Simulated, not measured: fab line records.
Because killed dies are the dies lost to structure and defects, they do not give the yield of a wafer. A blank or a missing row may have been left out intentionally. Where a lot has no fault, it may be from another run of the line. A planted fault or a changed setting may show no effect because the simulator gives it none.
Which tool did it? :: flow n5_finfet :: 7 lots with 21 wafers sampled at 8 steps, on a route of 1938 steps

WHAT EACH GAUGE READ, for each wafer
N5_BEOL_M11_OCD_MEAS_38.
lot: L230
measured: day 10 13:15
on: ocd-02
trench_depth_nm (nm): 148.4 150.2 151.3

lot: L231
measured: day 11 16:07
on: ocd-02
trench_depth_nm (nm): 146.6 150.6 146.3

lot: L236
measured: day 13 09:27
on: ocd-02
trench_depth_nm (nm): 136.0 150.4 134.8

lot: L238
measured: day 13 17:52
on: ocd-01
trench_depth_nm (nm): 147.4 150.9 136.0

lot: L246
measured: day 15 04:59
on: ocd-02
trench_depth_nm (nm): 150.5 149.7 148.7

lot: L248
measured: day 16 09:34
on: ocd-02
trench_depth_nm (nm): 148.2 150.2 148.9

lot: L251
measured: day 17 00:29
on: ocd-01
trench_depth_nm (nm): 151.6 151.6 148.6

N5_BEOL_M11_THK_MEAS_53: measures by xrf.
lot: L230
measured: day 10 16:59
on: film_metro-02
M11_THK (nm): 141.6 144.6 143.7

lot: L231
measured: day 11 18:33
on: film_metro-01
M11_THK (nm): 140.1 145.0 140.4

lot: L236
measured: day 13 12:42
on: film_metro-01
M11_THK (nm): 128.1 143.8 127.4

lot: L238
measured: day 13 20:18
on: film_metro-01
M11_THK (nm): 141.0 144.0 130.0

lot: L246
measured: day 15 07:37
on: film_metro-01
M11_THK (nm): 144.6 146.1 142.4

lot: L248
measured: day 16 12:00
on: film_metro-01
M11_THK (nm): 143.0 143.0 141.7

lot: L251
measured: day 17 04:19
on: film_metro-02
M11_THK (nm): 143.9 142.1 140.8

N5_BEOL_M11_RS_MEAS_57: a four-point-probe measurement.
lot: L230
measured: day 10 17:07
on: film_metro-02
M11_RS (ohm/sq): 0.1506 0.1468 0.1471

lot: L231
measured: day 11 18:40
on: film_metro-02
M11_RS (ohm/sq): 0.1539 0.1486 0.1538

lot: L236
measured: day 13 12:50
on: film_metro-01
M11_RS (ohm/sq): 0.1702 0.1492 0.1716

lot: L238
measured: day 13 20:25
on: film_metro-01
M11_RS (ohm/sq): 0.1531 0.1491 0.1675

lot: L246
measured: day 15 07:45
on: film_metro-02
M11_RS (ohm/sq): 0.1512 0.1500 0.1534

lot: L248
measured: day 16 12:08
on: film_metro-02
M11_RS (ohm/sq): 0.1506 0.1498 0.1515

lot: L251
measured: day 17 04:27
on: film_metro-01
M11_RS (ohm/sq): 0.1490 0.1510 0.1527

N5_BEOL_M15_RC_MEAS_101.
lot: L230
measured: day 11 20:06
on: prober-02
COMB_M10 (S/m): 1.61e-11 1.2e-11 1.68e-11
COMB_M11 (S/m): 1e-11 1.5e-11 1.3e-11
COMB_M12 (S/m): 6.9e-12 6.5e-12 8.2e-12
COMB_M13 (S/m): 4.9e-12 6.1e-12 7.8e-12
COMB_M14 (S/m): 4.6e-12 4e-12 3.7e-12
COMB_M15 (S/m): 2.4e-12 3.6e-12 2e-12
COMB_M5 (S/m): 3.2e-11 3.1e-11 3.5e-11
COMB_M6 (S/m): 2.2e-11 2.2e-11 2.2e-11
COMB_M7 (S/m): 2e-11 1.9e-11 2.5e-11
COMB_M8 (S/m): 2.6e-11 2.6e-11 2.5e-11
COMB_M9 (S/m): 1.3e-11 1.4e-11 1.1e-11
SERP_M10 (ohm/um): 3.03 3.07 3.08
SERP_M11 (ohm/um): 3.05 2.95 2.94
SERP_M11_max_site (ohm/um): 3.14 3.12 3.04
SERP_M12 (ohm/um): 0.606 0.634 0.611
SERP_M12_max_site (ohm/um): 0.614 0.659 0.622
SERP_M13 (ohm/um): 0.307 0.311 0.310
SERP_M14 (ohm/um): 0.162 0.158 0.159
SERP_M5 (ohm/um): 38.6 37.5 38.5
SERP_M6 (ohm/um): 13.7 14.2 14.6
SERP_M7 (ohm/um): 13.5 14.0 14.3
SERP_M8 (ohm/um): 12.9 14.3 13.4
SERP_M9 (ohm/um): 2.96 3.16 3.18

lot: L231
measured: day 12 20:31
on: prober-01
COMB_M10 (S/m): 9.3e-12 1.29e-11 1.86e-11
COMB_M11 (S/m): 1.3e-11 1.6e-11 1.4e-11
COMB_M12 (S/m): 8e-12 7.4e-12 7.2e-12
COMB_M13 (S/m): 4.3e-12 3.7e-12 5e-12
COMB_M14 (S/m): 3.5e-12 3e-12 4.7e-12
COMB_M15 (S/m): 1.2e-12 3.5e-12 2.7e-12
COMB_M5 (S/m): 4.8e-11 2.9e-11 3.2e-11
COMB_M6 (S/m): 2e-11 2.8e-11 1.9e-11
COMB_M7 (S/m): 2.2e-11 1.8e-11 2.1e-11
COMB_M8 (S/m): 2e-11 2e-11 2.3e-11
COMB_M9 (S/m): 1.5e-11 2.2e-11 1.4e-11
SERP_M10 (ohm/um): 3.12 3.15 3.11
SERP_M11 (ohm/um): 3.11 3.03 3.06
SERP_M11_max_site (ohm/um): 3.15 3.23 3.25
SERP_M12 (ohm/um): 0.633 0.649 0.648
SERP_M12_max_site (ohm/um): 0.645 0.667 0.656
SERP_M13 (ohm/um): 0.320 0.312 0.316
SERP_M14 (ohm/um): 0.156 0.154 0.157
SERP_M5 (ohm/um): 38.8 38.3 40.8
SERP_M6 (ohm/um): 13.9 13.2 13.6
SERP_M7 (ohm/um): 13.4 14.0 14.5
SERP_M8 (ohm/um): 13.9 12.8 13.3
SERP_M9 (ohm/um): 2.99 3.14 2.95

lot: L236
measured: day 14 13:54
on: prober-02
COMB_M10 (S/m): 1.18e-11 1.33e-11 1.28e-11
COMB_M11 (S/m): 9e-12 1.5e-11 1.4e-11
COMB_M12 (S/m): 5.7e-12 6.8e-12 7.4e-12
COMB_M13 (S/m): 4.7e-12 6.5e-12 6.8e-12
COMB_M14 (S/m): 4.4e-12 5.2e-12 4.7e-12
COMB_M15 (S/m): 2.7e-12 3e-12 3.7e-12
COMB_M5 (S/m): 3.9e-11 2.1e-11 3.4e-11
COMB_M6 (S/m): 2.3e-11 1.6e-11 2.3e-11
COMB_M7 (S/m): 2.9e-11 2.9e-11 3.3e-11
COMB_M8 (S/m): 1.9e-11 2.4e-11 2.6e-11
COMB_M9 (S/m): 1.5e-11 1.2e-11 1.3e-11
SERP_M10 (ohm/um): 3.06 3.03 3.03
SERP_M11 (ohm/um): 3.48 3.05 3.50
SERP_M11_max_site (ohm/um): 3.63 3.15 3.62
SERP_M12 (ohm/um): 0.631 0.623 0.634
SERP_M12_max_site (ohm/um): 0.656 0.631 0.641
SERP_M13 (ohm/um): 0.295 0.299 0.295
SERP_M14 (ohm/um): 0.159 0.164 0.161
SERP_M5 (ohm/um): 35.8 39.2 37.7
SERP_M6 (ohm/um): 13.8 14.0 13.6
SERP_M7 (ohm/um): 13.6 14.3 12.8
SERP_M8 (ohm/um): 14.5 13.6 14.2
SERP_M9 (ohm/um): 3.26 3.10 3.18

lot: L238
measured: day 14 15:32
on: prober-02
COMB_M10 (S/m): 1.09e-11 1.59e-11 1.16e-11
COMB_M11 (S/m): 1.8e-11 1.9e-11 1.8e-11
COMB_M12 (S/m): 6.5e-12 7e-12 7.6e-12
COMB_M13 (S/m): 4.2e-12 4.6e-12 4.2e-12
COMB_M14 (S/m): 4.1e-12 4.3e-12 4.1e-12
COMB_M15 (S/m): 4e-12 3.3e-12 3e-12
COMB_M5 (S/m): 3.2e-11 4e-11 4.2e-11
COMB_M6 (S/m): 2.4e-11 2.4e-11 2.5e-11
COMB_M7 (S/m): 2.3e-11 2.7e-11 2.2e-11
COMB_M8 (S/m): 2.6e-11 2.8e-11 2.2e-11
COMB_M9 (S/m): 1e-11 1.7e-11 1.7e-11
SERP_M10 (ohm/um): 3.04 3.02 3.11
SERP_M11 (ohm/um): 3.07 2.99 3.32
SERP_M11_max_site (ohm/um): 3.12 3.07 3.51
SERP_M12 (ohm/um): 0.642 0.660 0.634
SERP_M12_max_site (ohm/um): 0.648 0.671 0.644
SERP_M13 (ohm/um): 0.302 0.303 0.309
SERP_M14 (ohm/um): 0.162 0.160 0.159
SERP_M5 (ohm/um): 36.5 38.7 36.9
SERP_M6 (ohm/um): 13.2 13.8 13.3
SERP_M7 (ohm/um): 13.4 12.7 13.6
SERP_M8 (ohm/um): 13.8 13.2 13.4
SERP_M9 (ohm/um): 3.09 3.07 3.01

lot: L246
measured: day 16 11:13
on: prober-01
COMB_M10 (S/m): 1.2e-11 1.46e-11 8.9e-12
COMB_M11 (S/m): 1.2e-11 9e-12 1e-11
COMB_M12 (S/m): 4.5e-12 5.3e-12 4.4e-12
COMB_M13 (S/m): 3.6e-12 4e-12 4.5e-12
COMB_M14 (S/m): 2.9e-12 1.6e-12 2.5e-12
COMB_M15 (S/m): 1.7e-12 3e-12 2.5e-12
COMB_M5 (S/m): 3.3e-11 4.6e-11 3.3e-11
COMB_M6 (S/m): 2.4e-11 2.8e-11 2e-11
COMB_M7 (S/m): 2.2e-11 3.2e-11 1.8e-11
COMB_M8 (S/m): 2.6e-11 3e-11 3e-11
COMB_M9 (S/m): 1e-11 1.5e-11 1.3e-11
SERP_M10 (ohm/um): 3.10 3.20 3.11
SERP_M11 (ohm/um): 3.02 2.98 3.08
SERP_M11_max_site (ohm/um): 3.22 3.04 3.20
SERP_M12 (ohm/um): 0.642 0.634 0.629
SERP_M12_max_site (ohm/um): 0.657 0.642 0.636
SERP_M13 (ohm/um): 0.308 0.302 0.309
SERP_M14 (ohm/um): 0.164 0.156 0.170
SERP_M5 (ohm/um): 39.4 40.1 39.0
SERP_M6 (ohm/um): 14.2 14.0 14.4
SERP_M7 (ohm/um): 13.3 14.0 13.6
SERP_M8 (ohm/um): 13.8 13.6 13.3
SERP_M9 (ohm/um): 3.07 3.21 3.08

lot: L248
measured: day 17 10:40
on: prober-01
COMB_M10 (S/m): 1.1e-11 1.66e-11 1.65e-11
COMB_M11 (S/m): 1.3e-11 1.6e-11 2.3e-11
COMB_M12 (S/m): 4.3e-12 7.2e-12 4.9e-12
COMB_M13 (S/m): 4.4e-12 2.8e-12 3.4e-12
COMB_M14 (S/m): 3.1e-12 2.4e-12 2.6e-12
COMB_M15 (S/m): 2e-12 1.4e-12 1.5e-12
COMB_M5 (S/m): 3.5e-11 3.6e-11 3.9e-11
COMB_M6 (S/m): 1.7e-11 2.2e-11 1.8e-11
COMB_M7 (S/m): 2.4e-11 2.2e-11 2.2e-11
COMB_M8 (S/m): 1.8e-11 1.9e-11 2.5e-11
COMB_M9 (S/m): 1.2e-11 1.3e-11 9e-12
SERP_M10 (ohm/um): 3.04 3.01 3.01
SERP_M11 (ohm/um): 3.04 3.02 3.18
SERP_M11_max_site (ohm/um): 3.09 3.10 3.22
SERP_M12 (ohm/um): 0.635 0.619 0.655
SERP_M12_max_site (ohm/um): 0.643 0.629 0.669
SERP_M13 (ohm/um): 0.310 0.300 0.305
SERP_M14 (ohm/um): 0.160 0.158 0.157
SERP_M5 (ohm/um): 42.2 38.7 40.6
SERP_M6 (ohm/um): 14.0 14.1 14.7
SERP_M7 (ohm/um): 14.1 13.9 14.0
SERP_M8 (ohm/um): 13.7 13.6 14.0
SERP_M9 (ohm/um): 3.01 2.94 2.97

lot: L251
measured: day 18 03:34
on: prober-01
COMB_M10 (S/m): 1.41e-11 1.55e-11 1.77e-11
COMB_M11 (S/m): 1e-11 1.1e-11 1.2e-11
COMB_M12 (S/m): 6.5e-12 8.1e-12 5.3e-12
COMB_M13 (S/m): 4.1e-12 3.9e-12 6e-12
COMB_M14 (S/m): 3.7e-12 3.1e-12 5.3e-12
COMB_M15 (S/m): 2.7e-12 2e-12 1.4e-12
COMB_M5 (S/m): 4.5e-11 6e-11 3.6e-11
COMB_M6 (S/m): 1.9e-11 2.2e-11 2e-11
COMB_M7 (S/m): 2.1e-11 2.4e-11 2e-11
COMB_M8 (S/m): 2.9e-11 1.8e-11 3e-11
COMB_M9 (S/m): 2e-11 2e-11 1.6e-11
SERP_M10 (ohm/um): 3.15 3.09 3.16
SERP_M11 (ohm/um): 2.99 3.07 3.11
SERP_M11_max_site (ohm/um): 3.10 3.11 3.28
SERP_M12 (ohm/um): 0.633 0.623 0.621
SERP_M12_max_site (ohm/um): 0.642 0.642 0.643
SERP_M13 (ohm/um): 0.308 0.320 0.322
SERP_M14 (ohm/um): 0.164 0.162 0.163
SERP_M5 (ohm/um): 37.0 36.0 37.6
SERP_M6 (ohm/um): 13.8 13.5 13.7
SERP_M7 (ohm/um): 13.7 13.5 13.7
SERP_M8 (ohm/um): 13.5 13.2 13.9
SERP_M9 (ohm/um): 3.13 2.98 3.04

WHAT TOOL EACH LOT RAN ON (gives the tool, then ch and the chambers of the sampled wafers, and finally the start)
lot: L230
N5_BEOL_M11_ETCH_62: rie_diel-05 ch 0,2,3, day 10 11:42
N5_BEOL_M11_TRENCH_ETCH_37: rie_diel-05 ch 2,3, day 10 13:04
N5_BEOL_M11_CURE_72: uv_cure-01 ch 2, day 10 13:35
N5_BEOL_M11_DEGAS_44: pvd_sputter-02, day 10 13:52

lot: L231
N5_BEOL_M11_ETCH_62: rie_diel-03 ch 0,1,3, day 11 13:40
N5_BEOL_M11_TRENCH_ETCH_37: rie_diel-05 ch 2,3, day 11 15:56
N5_BEOL_M11_CURE_72: uv_cure-02 ch 2, day 11 16:28
N5_BEOL_M11_DEGAS_44: pvd_sputter-02, day 11 17:01

lot: L236
N5_BEOL_M11_ETCH_62: rie_diel-05 ch 2,3, day 13 04:49
N5_BEOL_M11_TRENCH_ETCH_37: rie_diel-05 ch 2,3, day 13 09:16
N5_BEOL_M11_CURE_72: uv_cure-02 ch 0, day 13 10:01
N5_BEOL_M11_DEGAS_44: pvd_sputter-01, day 13 10:19

lot: L238
N5_BEOL_M11_ETCH_62: rie_diel-03 ch 0,2,3, day 13 15:16
N5_BEOL_M11_TRENCH_ETCH_37: rie_diel-05 ch 0,2,3, day 13 17:41
N5_BEOL_M11_CURE_72: uv_cure-02 ch 2, day 13 18:13
N5_BEOL_M11_DEGAS_44: pvd_sputter-03, day 13 18:53

lot: L246
N5_BEOL_M11_ETCH_62: rie_diel-06 ch 1,2,3, day 15 01:25
N5_BEOL_M11_TRENCH_ETCH_37: rie_diel-06 ch 1,2, day 15 04:47
N5_BEOL_M11_CURE_72: uv_cure-01 ch 0, day 15 05:17
N5_BEOL_M11_DEGAS_44: pvd_sputter-03, day 15 05:53

lot: L248
N5_BEOL_M11_ETCH_62: rie_diel-06 ch 0,1,3, day 16 06:53
N5_BEOL_M11_TRENCH_ETCH_37: rie_diel-03 ch 0,1,3, day 16 09:23
N5_BEOL_M11_CURE_72: uv_cure-01 ch 1, day 16 09:46
N5_BEOL_M11_DEGAS_44: pvd_sputter-03, day 16 10:29

lot: L251
N5_BEOL_M11_ETCH_62: rie_diel-03 ch 1,2,3, day 16 22:39
N5_BEOL_M11_TRENCH_ETCH_37: rie_diel-06 ch 0,2,3, day 17 00:19
N5_BEOL_M11_CURE_72: uv_cure-03 ch 2, day 17 00:41
N5_BEOL_M11_DEGAS_44: pvd_sputter-02, day 17 01:19
- N5_BEOL_M11_ETCH_62: etches SOC in N2/H2, target depth 110 nm, overetch 22 nm, time 165 s.
- N5_BEOL_M11_TRENCH_ETCH_37: etches SiCOH lowk in C4F6/O2, target depth 148.83 nm, time 48 s.
- N5_BEOL_M11_CURE_72: cures SiCOH lowk, time 120 s.
- N5_BEOL_M11_DEGAS_44: time 60 s.

WHAT THE TOOLS THEMSELVES READ (means of the sampled wafers that have a number; where no wafer has one, the mark that the record gives instead)
N5_BEOL_M11_ETCH_62.
lot: L230
tool: rie_diel-05
bias_w (W): 149.7
drypump_motor_current_A (A): 5.4
oes_product_au (a.u.): 0.64
rf_vpp_V (V): 524.3
showerhead_plenum_p_Torr (Torr): 2.54
throttle_valve_pct (%): 17.93

lot: L231
tool: rie_diel-03
bias_w (W): 149.7
drypump_motor_current_A (A): 5.6
oes_product_au (a.u.): 0.68
rf_vpp_V (V): 524.2
showerhead_plenum_p_Torr (Torr): 2.53
throttle_valve_pct (%): 17.76

lot: L236
tool: rie_diel-05
bias_w (W): 150.2
drypump_motor_current_A (A): 5.7
oes_product_au (a.u.): 0.65
rf_vpp_V (V): 523.8
showerhead_plenum_p_Torr (Torr): 2.55
throttle_valve_pct (%): 17.96

lot: L238
tool: rie_diel-03
bias_w (W): 150.0
drypump_motor_current_A (A): 5.8
oes_product_au (a.u.): 0.65
rf_vpp_V (V): 523.7
showerhead_plenum_p_Torr (Torr): 2.54
throttle_valve_pct (%): 17.78

lot: L246
tool: rie_diel-06
bias_w (W): 150.1
drypump_motor_current_A (A): 5.6
oes_product_au (a.u.): 0.70
rf_vpp_V (V): 526.1
showerhead_plenum_p_Torr (Torr): 2.57
throttle_valve_pct (%): 17.78

lot: L248
tool: rie_diel-06
bias_w (W): 150.1
drypump_motor_current_A (A): 5.4
oes_product_au (a.u.): 0.75
rf_vpp_V (V): 524.3
showerhead_plenum_p_Torr (Torr): 2.55
throttle_valve_pct (%): 17.73

lot: L251
tool: rie_diel-03
bias_w (W): 149.7
drypump_motor_current_A (A): 5.5
oes_product_au (a.u.): 0.61
rf_vpp_V (V): 523.9
showerhead_plenum_p_Torr (Torr): 2.55
throttle_valve_pct (%): 17.86

N5_BEOL_M11_TRENCH_ETCH_37.
lot: L230
tool: rie_diel-05
C4F6_flow_sccm (sccm): 10.00
O2_flow_sccm (sccm): 10.01
bias_w (W): 185.3
drypump_motor_current_A (A): 5.7
oes_product_au (a.u.): 0.79
rf_vpp_V (V): 667
run_length_s (s): 71.40
showerhead_plenum_p_Torr (Torr): 2.86
throttle_valve_pct (%): 21.10

lot: L231
tool: rie_diel-05
C4F6_flow_sccm (sccm): 9.97
O2_flow_sccm (sccm): 9.99
bias_w (W): 185.5
drypump_motor_current_A (A): 5.6
oes_product_au (a.u.): 0.77
rf_vpp_V (V): 676
run_length_s (s): 71.39
showerhead_plenum_p_Torr (Torr): 2.86
throttle_valve_pct (%): 20.93

lot: L236
tool: rie_diel-05
C4F6_flow_sccm (sccm): 10.00
O2_flow_sccm (sccm): 10.00
bias_w (W): 184.5
drypump_motor_current_A (A): 5.5
oes_product_au (a.u.): 0.76
rf_vpp_V (V): 675
run_length_s (s): 69.11
showerhead_plenum_p_Torr (Torr): 2.85
throttle_valve_pct (%): 20.96

lot: L238
tool: rie_diel-05
C4F6_flow_sccm (sccm): 10.01
O2_flow_sccm (sccm): 9.98
bias_w (W): 184.8
drypump_motor_current_A (A): 5.4
oes_product_au (a.u.): 0.74
rf_vpp_V (V): 667
run_length_s (s): 70.36
showerhead_plenum_p_Torr (Torr): 2.84
throttle_valve_pct (%): 21.11

lot: L246
tool: rie_diel-06
C4F6_flow_sccm (sccm): 10.01
O2_flow_sccm (sccm): 10.00
bias_w (W): 184.9
drypump_motor_current_A (A): 5.7
oes_product_au (a.u.): 0.77
rf_vpp_V (V): 666
run_length_s (s): 71.28
showerhead_plenum_p_Torr (Torr): 2.90
throttle_valve_pct (%): 21.01

lot: L248
tool: rie_diel-03
C4F6_flow_sccm (sccm): 9.99
O2_flow_sccm (sccm): 10.02
bias_w (W): 185.5
drypump_motor_current_A (A): 5.6
oes_product_au (a.u.): 0.77
rf_vpp_V (V): 663
run_length_s (s): 71.39
showerhead_plenum_p_Torr (Torr): 2.82
throttle_valve_pct (%): 20.95

lot: L251
tool: rie_diel-06
C4F6_flow_sccm (sccm): 10.03
O2_flow_sccm (sccm): 10.04
bias_w (W): 184.6
drypump_motor_current_A (A): 5.5
oes_product_au (a.u.): 0.84
rf_vpp_V (V): 660
run_length_s (s): 71.16
showerhead_plenum_p_Torr (Torr): 2.81
throttle_valve_pct (%): 20.98

N5_BEOL_M11_CURE_72.
lot: L230
tool: uv_cure-01
lamp_power_pct (%): 52.30
wafer_temp_C_max: 371.4

lot: L231
tool: uv_cure-02
lamp_power_pct (%): 52.37
wafer_temp_C_max: 371.6

lot: L236
tool: uv_cure-02
lamp_power_pct (%): 52.34
wafer_temp_C_max: 371.2

lot: L238
tool: uv_cure-02
lamp_power_pct (%): 52.35
wafer_temp_C_max: 371.4

lot: L246
tool: uv_cure-01
lamp_power_pct (%): 52.28
wafer_temp_C_max: 371.2

lot: L248
tool: uv_cure-01
lamp_power_pct (%): 52.28
wafer_temp_C_max: 373.0

lot: L251
tool: uv_cure-03
lamp_power_pct (%): 52.30
wafer_temp_C_max: 371.2

N5_BEOL_M11_DEGAS_44.
lot: L230
tool: pvd_sputter-02
heater_power_w (W): 342

lot: L231
tool: pvd_sputter-02
heater_power_w (W): 299

lot: L236
tool: pvd_sputter-01
heater_power_w (W): 332

lot: L238
tool: pvd_sputter-03
heater_power_w (W): 335

lot: L246
tool: pvd_sputter-03
heater_power_w (W): 332

lot: L248
tool: pvd_sputter-03
heater_power_w (W): 329

lot: L251
tool: pvd_sputter-02
heater_power_w (W): 339

THE ANSWER, worked out from the rows above alone
Rule: the lots themselves supply what counts as usual. Put in order of their means at a reading, lots are off if they are a third of the lots or fewer, leave a main group of 4 or more, and stand apart from it by a gap of 3 or more times the standard deviation of the main group's means; of several such gaps the widest counts. A main group is skipped when, at the precision printed for the reading in the tables above, its means are all equal. A lot without any number at a reading at which 4 lots or more have one is off too. Where the step has rows for the other lots, those lots are counted as sound. The gauges are gone through in route order, then the tools' own readings, and for those a lot's mean is taken as printed above. The first step at which some lot is off is used, and at that step the reading that is off furthest; a lot without a number counts as furthest.
Off: L236, L238 (N5_BEOL_M11_OCD_MEAS_38, trench_depth_nm). Mean 149.4 nm and standard deviation 0.93 in the main group.
A tool fits if, at a process step before that reading, it ran every lot that is off, and no sound lot after the first of them. The gauges at N5_BEOL_M11_OCD_MEAS_38 aren't tried: what is off there is off at N5_BEOL_M11_THK_MEAS_53 too, on other tools, and a gauge's error can't cause that. One fits: rie_diel-05 at N5_BEOL_M11_TRENCH_ETCH_37. A fault onset in the window from L231 (day 11 15:56, its last sound lot) to L236 (day 13 09:16, its first lot off) fits.
On the lots that are off, the tool's own readings at N5_BEOL_M11_TRENCH_ETCH_37 differ by more than 5 times the standard deviation of the sound lots' means, which bears it out; run_length_s reads 69.73 s there versus 71.32 s on the sound lots.

WHAT THE SIMULATOR HAD INSERTED
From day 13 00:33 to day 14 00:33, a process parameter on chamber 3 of rie_diel-05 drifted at N5_BEOL_M11_TRENCH_ETCH_37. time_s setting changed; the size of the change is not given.
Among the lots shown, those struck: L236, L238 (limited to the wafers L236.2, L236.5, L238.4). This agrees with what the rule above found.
